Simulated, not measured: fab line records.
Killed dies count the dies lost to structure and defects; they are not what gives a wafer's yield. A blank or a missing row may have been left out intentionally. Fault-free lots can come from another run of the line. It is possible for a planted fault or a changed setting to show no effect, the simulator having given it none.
Which tool did it? ; flow nand harc ; 24 lots with 72 wafers sampled at 6 steps, on a route of 1159 steps

== WHAT EACH GAUGE READ, for each wafer ==
The record holds no reading of a measuring or inspecting step that can be judged against a usual standard deviation.

== EACH LOT AND THE TOOL THAT RAN IT (in order: tool; ch and the chambers of the sampled wafers; start) ==
lot;NHARC_A_STAIRCASE_ETCH_13;NHARC_A_STAIRCASE_ETCH_15;NHARC_A_STAIRCASE_ETCH_17;NHARC_A_STAIRCASE_TRIM_20;NHARC_A_STAIRCASE_ETCH_25;NHARC_A_STAIRCASE_ETCH_221
L074;rie diel-05 ch 0,2,3, day 11 02:52 or earlier;rie diel-05 ch 0,2,3, day 11 02:52 or earlier;rie diel-05 ch 0,2,3, day 11 02:52 or earlier;rie diel-05 ch 0,1,2, day 11 02:52;rie diel-05 ch 0,2, no start;rie diel-02 ch 0,1,3, no start
L076;rie diel-05 ch 1,2,3, day 11 10:28 or earlier;rie diel-05 ch 1,3, day 11 10:28 or earlier;rie diel-05 ch 1,2,3, day 11 10:28 or earlier;rie diel-05 ch 0,3, day 11 10:28;rie diel-05 ch 0,1, no start;rie diel-05 ch 0,2, no start
L078;rie diel-11 ch 0,1,3, day 11 17:36 or earlier;rie diel-11 ch 0,1,2, day 11 17:36 or earlier;rie diel-11 ch 1,2, day 11 17:36 or earlier;rie diel-11 ch 2,3, day 11 17:36;rie diel-11 ch 0,2, no start;rie diel-05 ch 1,2,3, no start
L077;rie diel-05 ch 1,2,3, day 11 17:40 or earlier;rie diel-05 ch 0,1, day 11 17:40 or earlier;rie diel-05 ch 0,2,3, day 11 17:40 or earlier;rie diel-05 ch 0,1,2, day 11 17:40;rie diel-05 ch 0,1,2, no start;rie diel-11 ch 1,3, no start
L075;rie diel-11 ch 1,2,3, day 11 21:01 or earlier;rie diel-11 ch 0,1, day 11 21:01 or earlier;rie diel-11 ch 0,1,2, day 11 21:01 or earlier;rie diel-11 ch 0,3, day 11 21:01;rie diel-11 ch 0,1,2, no start;rie diel-11 ch 0,1,3, no start
L080;rie diel-02 ch 0,2,3, day 11 23:55 or earlier;rie diel-02 ch 0,1,2, day 11 23:55 or earlier;rie diel-02 ch 1,2, day 11 23:55 or earlier;rie diel-02 ch 2,3, day 11 23:55;rie diel-02 ch 0,1,2, no start;rie diel-02 ch 2,3, no start
L079;rie diel-05 ch 0,2,3, day 12 00:33 or earlier;rie diel-05 ch 0,2, day 12 00:33 or earlier;rie diel-05 ch 0,2, day 12 00:33 or earlier;rie diel-11 ch 1,2, day 12 00:33;rie diel-11 ch 0,1,2, no start;rie diel-11 ch 0,1,2, no start
L081;rie diel-11 ch 0,1,3, day 12 21:01 or earlier;rie diel-11 ch 1,2,3, day 12 21:01 or earlier;rie diel-11 ch 0,1,3, day 12 21:01 or earlier;rie diel-11 ch 1,2,3, day 12 21:01;rie diel-11 ch 0,1,3, no start;rie diel-11 ch 0,1,2, no start
L082;rie diel-02 ch 1,3, day 12 21:25 or earlier;rie diel-02 ch 1,2,3, day 12 21:25 or earlier;rie diel-02 ch 0,1, day 12 21:25 or earlier;rie diel-02 ch 0,2,3, day 12 21:25;rie diel-02 ch 1,2,3, no start;rie diel-11 ch 0,2,3, no start
L083;rie diel-11 ch 2,3, day 13 04:31 or earlier;rie diel-11 ch 0,2,3, day 13 04:31 or earlier;rie diel-11 ch 2,3, day 13 04:31 or earlier;rie diel-11 ch 0,2,3, day 13 04:31;rie diel-11 ch 1,2,3, no start;rie diel-11 ch 1,2,3, no start
L084;rie diel-05 ch 1,2,3, day 13 10:32 or earlier;rie diel-05 ch 1,2, day 13 10:32 or earlier;rie diel-05 ch 1,2, day 13 10:32 or earlier;rie diel-05 ch 2,3, day 13 10:32;rie diel-05 ch 1,3, no start;rie diel-11 ch 1,2,3, no start
L085;rie diel-02 ch 1,2,3, day 13 10:40 or earlier;rie diel-02 ch 0,1,2, day 13 10:40 or earlier;rie diel-02 ch 0,1,2, day 13 10:40 or earlier;rie diel-02 ch 0,1,2, day 13 10:40;rie diel-02 ch 0,2,3, no start;rie diel-05 ch 0,3, no start
L087;rie diel-05 ch 0,2, day 13 19:44 or earlier;rie diel-05 ch 2,3, day 13 19:44 or earlier;rie diel-05 ch 0,2, day 13 19:44 or earlier;rie diel-11 ch 0,1,3, day 13 19:44;rie diel-11 ch 0,1,3, no start;rie diel-02 ch 0,2,3, no start
L086;rie diel-11 ch 0,2,3, day 14 06:29 or earlier;rie diel-11 ch 0,2,3, day 14 06:29 or earlier;rie diel-11 ch 0,1,3, day 14 06:29 or earlier;rie diel-11 ch 0,1,2, day 14 06:29;rie diel-11 ch 0,2,3, no start;rie diel-11 ch 0,1,2, no start
L088;rie diel-11 ch 1,2, day 14 14:20 or earlier;rie diel-11 ch 1,2, day 14 14:20 or earlier;rie diel-11 ch 0,2, day 14 14:20 or earlier;rie diel-11 ch 0,1,2, day 14 14:20;rie diel-11 ch 1,2, no start;rie diel-11 ch 0,1,2, no start
L089;rie diel-02 ch 2,3, day 14 14:11 or earlier;rie diel-02 ch 2,3, day 14 14:11 or earlier;rie diel-02 ch 0,2, day 14 14:11 or earlier;rie diel-02 ch 0,1, day 14 14:11;rie diel-02 ch 1,2, no start;rie diel-11 ch 0,1,2, no start
L092;rie diel-11 ch 0,1,2, day 15 01:12 or earlier;rie diel-11 ch 1,2, day 15 01:12 or earlier;rie diel-11 ch 0,1, day 15 01:12 or earlier;rie diel-11 ch 0,1,2, day 15 01:12;rie diel-11 ch 0,1,2, no start;rie diel-11 ch 0,1,2, no start
L090;rie diel-05 ch 0,3, day 15 01:07 or earlier;rie diel-05 ch 1,2,3, day 15 01:07 or earlier;rie diel-05 ch 0,1,2, day 15 01:07 or earlier;rie diel-02 ch 0,1,3, day 15 01:07;rie diel-02 ch 2,3, no start;rie diel-11 ch 1,2, no start
L091;rie diel-05 ch 0,1,3, day 15 01:45 or earlier;rie diel-05 ch 1,3, day 15 01:45 or earlier;rie diel-05 ch 0,1, day 15 01:45 or earlier;rie diel-05 ch 0,1,3, day 15 01:45;rie diel-05 ch 0,3, no start;rie diel-11 ch 0,1, no start
L093;rie diel-02 ch 1,2,3, day 15 11:52 or earlier;rie diel-02 ch 0,1,2, day 15 11:52 or earlier;rie diel-02 ch 0,3, day 15 11:52 or earlier;rie diel-02 ch 0,2,3, day 15 11:52;rie diel-02 ch 0,2, no start;rie diel-05 ch 1,2, no start
L094;rie diel-02 ch 1,2,3, day 15 12:41 or earlier;rie diel-02 ch 0,2,3, day 15 12:41 or earlier;rie diel-02 ch 0,2,3, day 15 12:41 or earlier;rie diel-11 ch 0,1,3, day 15 12:41;rie diel-11 ch 0,1,3, no start;rie diel-11 ch 1,2,3, no start
L095;rie diel-11 ch 0,1,3, day 15 18:59 or earlier;rie diel-11 ch 2,3, day 15 18:59 or earlier;rie diel-11 ch 0,2,3, day 15 18:59 or earlier;rie diel-11 ch 1,2, day 15 18:59;rie diel-11 ch 1,2,3, no start;rie diel-05 ch 0,1,2, no start
L096;rie diel-02 ch 0,1, day 16 09:22 or earlier;rie diel-02 ch 0,2,3, day 16 09:22 or earlier;rie diel-02 ch 0,2,3, day 16 09:22 or earlier;rie diel-05 ch 0,1, day 16 09:22;rie diel-05 ch 1,3, no start;rie diel-05 ch 1,2, no start
L097;rie diel-02 ch 1,2, day 17 00:24 or earlier;rie diel-02 ch 0,3, day 17 00:24 or earlier;rie diel-02 ch 0,1,2, day 17 00:24 or earlier;rie diel-02 ch 0,1, day 17 00:24;rie diel-02 ch 0,3, no start;rie diel-05 ch 0,1, no start
- NHARC_A_STAIRCASE_ETCH_13: etches the open film in C4F8/O2, target depth 100 nm, time 40.5 s.
- NHARC_A_STAIRCASE_ETCH_15: etches the open film in C4F8/O2, target depth 100 nm, time 40.5 s.
- NHARC_A_STAIRCASE_ETCH_17: etches the open film in C4F8/O2, target depth 100 nm, time 40.5 s.
- NHARC_A_STAIRCASE_TRIM_20: chemistry O2, time 211.2 s.
- NHARC_A_STAIRCASE_ETCH_25: etches the open film in C4F8/O2, target depth 100 nm, time 40.5 s.
- NHARC_A_STAIRCASE_ETCH_221: etches the open film in C4F8/O2, target depth 100 nm, time 40.5 s.

== WHAT THE TOOLS THEMSELVES READ (means of the sampled wafers that have a number; where no wafer has one, the mark that the record gives instead) ==
NHARC_A_STAIRCASE_ETCH_13.
lot;tool;bias w (W);oes product au (a.u.);rf vpp V (V)
L074;rie diel-05;998.6;0.944;898
L076;rie diel-05;1002.7;0.956;899
L078;rie diel-11;999.6;0.941;894
L077;rie diel-05;1001.1;0.949;900
L075;rie diel-11;1000.9;0.932;894
L080;rie diel-02;998.9;0.951;891
L079;rie diel-05;1001.6;0.917;896
L081;rie diel-11;999.4;0.945;894
L082;rie diel-02;997.5;0.939;895
L083;rie diel-11;999.7;0.931;895
L084;rie diel-05;999.4;0.932;900
L085;rie diel-02;1000.9;0.954;893
L087;rie diel-05;1000.4;0.921;893
L086;rie diel-11;999.6;0.953;894
L088;rie diel-11;1000.6;0.924;890
L089;rie diel-02;1002.8;0.937;894
L092;rie diel-11;1001.2;0.930;889
L090;rie diel-05;1001.3;0.935;897
L091;rie diel-05;1003.4;0.933;896
L093;rie diel-02;998.2;0.941;892
L094;rie diel-02;998.3;0.936;893
L095;rie diel-11;1001.7;0.919;893
L096;rie diel-02;1000.2;0.944;899
L097;rie diel-02;999.7;0.948;893

NHARC_A_STAIRCASE_ETCH_15.
lot;tool;bias w (W);oes product au (a.u.);rf vpp V (V)
L074;rie diel-05;1001.1;0.946;897
L076;rie diel-05;1001.4;0.935;900
L078;rie diel-11;1000.0;0.938;890
L077;rie diel-05;999.3;0.933;896
L075;rie diel-11;1001.2;0.933;890
L080;rie diel-02;1003.0;0.947;889
L079;rie diel-05;997.7;0.913;893
L081;rie diel-11;1000.0;0.942;894
L082;rie diel-02;1000.0;0.946;893
L083;rie diel-11;1002.1;0.927;894
L084;rie diel-05;998.8;0.935;899
L085;rie diel-02;1002.0;0.937;891
L087;rie diel-05;1000.2;0.929;900
L086;rie diel-11;999.4;0.949;893
L088;rie diel-11;999.2;0.932;888
L089;rie diel-02;995.4;0.951;893
L092;rie diel-11;999.8;0.932;890
L090;rie diel-05;1003.5;0.940;899
L091;rie diel-05;1001.8;0.948;899
L093;rie diel-02;998.8;0.945;896
L094;rie diel-02;998.7;0.941;897
L095;rie diel-11;998.7;0.943;897
L096;rie diel-02;997.8;0.946;897
L097;rie diel-02;1003.5;0.961;903

NHARC_A_STAIRCASE_ETCH_17.
lot;tool;bias w (W);oes product au (a.u.);rf vpp V (V)
L074;rie diel-05;1000.5;0.937;896
L076;rie diel-05;998.6;0.941;900
L078;rie diel-11;999.2;0.937;889
L077;rie diel-05;997.8;0.932;895
L075;rie diel-11;1001.6;0.938;890
L080;rie diel-02;1000.0;0.959;890
L079;rie diel-05;997.1;0.935;894
L081;rie diel-11;997.2;0.946;893
L082;rie diel-02;1004.3;0.940;891
L083;rie diel-11;999.9;0.935;897
L084;rie diel-05;997.7;0.942;898
L085;rie diel-02;1001.1;0.949;889
L087;rie diel-05;1002.1;0.930;896
L086;rie diel-11;1001.6;0.948;894
L088;rie diel-11;998.2;0.942;891
L089;rie diel-02;1002.8;0.948;887
L092;rie diel-11;997.3;0.946;889
L090;rie diel-05;997.3;0.936;895
L091;rie diel-05;1001.5;0.944;896
L093;rie diel-02;999.2;0.942;899
L094;rie diel-02;999.0;0.942;897
L095;rie diel-11;1000.9;0.930;894
L096;rie diel-02;999.1;0.953;897
L097;rie diel-02;1001.8;0.960;896

NHARC_A_STAIRCASE_TRIM_20.
lot;tool;drypump motor current A (A);oes product au (a.u.);rf vpp V (V);showerhead plenum p Torr (Torr);throttle valve pct (%)
L074;rie diel-05;5.61;0.996;58.3;3.53;17.030
L076;rie diel-05;5.59;0.986;58.2;3.48;17.029
L078;rie diel-11;5.78;0.993;58.9;3.48;17.047
L077;rie diel-05;5.61;0.998;57.8;3.53;17.037
L075;rie diel-11;5.64;1.003;57.8;3.57;17.038
L080;rie diel-02;5.73;1.017;57.4;3.48;17.036
L079;rie diel-11;5.73;0.990;56.9;3.34;17.037
L081;rie diel-11;5.66;0.995;57.6;3.46;17.032
L082;rie diel-02;5.54;1.010;57.4;3.39;17.046
L083;rie diel-11;5.82;1.001;58.1;3.47;17.031
L084;rie diel-05;5.53;0.993;58.2;3.63;17.037
L085;rie diel-02;5.65;1.020;57.2;3.36;17.037
L087;rie diel-11;5.72;0.993;58.0;3.45;17.035
L086;rie diel-11;5.91;1.000;57.2;3.35;17.033
L088;rie diel-11;5.91;1.003;58.3;3.35;17.033
L089;rie diel-02;5.71;1.010;57.6;3.41;17.041
L092;rie diel-11;5.92;0.999;57.8;3.35;17.037
L090;rie diel-02;5.61;1.009;57.5;3.61;17.030
L091;rie diel-05;5.62;1.001;58.6;3.54;17.039
L093;rie diel-02;5.56;1.010;58.3;3.56;17.034
L094;rie diel-11;5.72;0.999;57.3;3.44;17.041
L095;rie diel-11;5.85;1.001;57.8;3.34;17.044
L096;rie diel-05;5.67;0.995;57.5;3.52;17.028
L097;rie diel-02;5.71;1.008;57.3;3.58;17.034

NHARC_A_STAIRCASE_ETCH_25.
lot;tool;bias w (W);oes product au (a.u.);rf vpp V (V)
L074;rie diel-05;1000;0.939;893
L076;rie diel-05;1001;0.931;897
L078;rie diel-11;1003;0.941;891
L077;rie diel-05;1000;0.937;897
L075;rie diel-11;998;0.943;890
L080;rie diel-02;1002;0.950;889
L079;rie diel-11;1001;0.944;890
L081;rie diel-11;1001;0.940;893
L082;rie diel-02;998;0.955;893
L083;rie diel-11;1000;0.931;892
L084;rie diel-05;999;0.944;900
L085;rie diel-02;997;0.957;892
L087;rie diel-11;1000;0.935;893
L086;rie diel-11;1002;0.947;894
L088;rie diel-11;1002;0.931;888
L089;rie diel-02;1000;0.957;892
L092;rie diel-11;1003;0.946;889
L090;rie diel-02;1001;0.944;891
L091;rie diel-05;997;0.938;897
L093;rie diel-02;997;0.945;894
L094;rie diel-11;999;0.943;892
L095;rie diel-11;1003;0.942;893
L096;rie diel-05;1000;0.950;899
L097;rie diel-02;1004;0.954;900

NHARC_A_STAIRCASE_ETCH_221.
lot;tool;bias w (W);oes product au (a.u.);rf vpp V (V)
L074;rie diel-02;1004;0.951;894
L076;rie diel-05;999;0.932;896
L078;rie diel-05;1000;0.927;899
L077;rie diel-11;1002;0.935;898
L075;rie diel-11;998;0.934;894
L080;rie diel-02;1001;0.963;894
L079;rie diel-11;1001;0.941;889
L081;rie diel-11;1001;0.935;890
L082;rie diel-11;1002;0.927;894
L083;rie diel-11;1000;0.918;893
L084;rie diel-11;1002;0.911;893
L085;rie diel-05;1001;0.916;894
L087;rie diel-02;1003;0.967;890
L086;rie diel-11;1000;0.919;889
L088;rie diel-11;996;0.928;889
L089;rie diel-11;1000;0.923;889
L092;rie diel-11;1005;0.924;889
L090;rie diel-11;997;0.925;889
L091;rie diel-11;999;0.926;890
L093;rie diel-05;1002;0.944;898
L094;rie diel-11;999;0.928;892
L095;rie diel-05;1000;0.949;896
L096;rie diel-05;1000;0.949;898
L097;rie diel-05;1001;0.926;895

== THE ANSWER, worked out from the rows above alone ==
Rule: the lots themselves supply what counts as usual. Put in order of their means at a reading, lots are off if they are a third of the lots or fewer, leave a main group of 4 or more, and stand apart from it by a gap of 3 or more times the standard deviation of the main group's means; of several such gaps the widest counts. A main group whose means are all the same, to the digits that the tables above print for the reading, isn't used. A lot without any number at a reading at which 4 lots or more have one is off too. Any other lot the step has rows for is counted as sound. After the gauges, taken in route order, come the tools' own readings; for these a lot's mean is taken, as printed above. At the first step where some lot is off, the reading lying furthest off is the one used; lots without a number count as furthest.
Across all readings shown, no lot is off: no conclusion can be drawn from this.

== WHAT HAD BEEN PUT IN BY THE SIMULATOR ==
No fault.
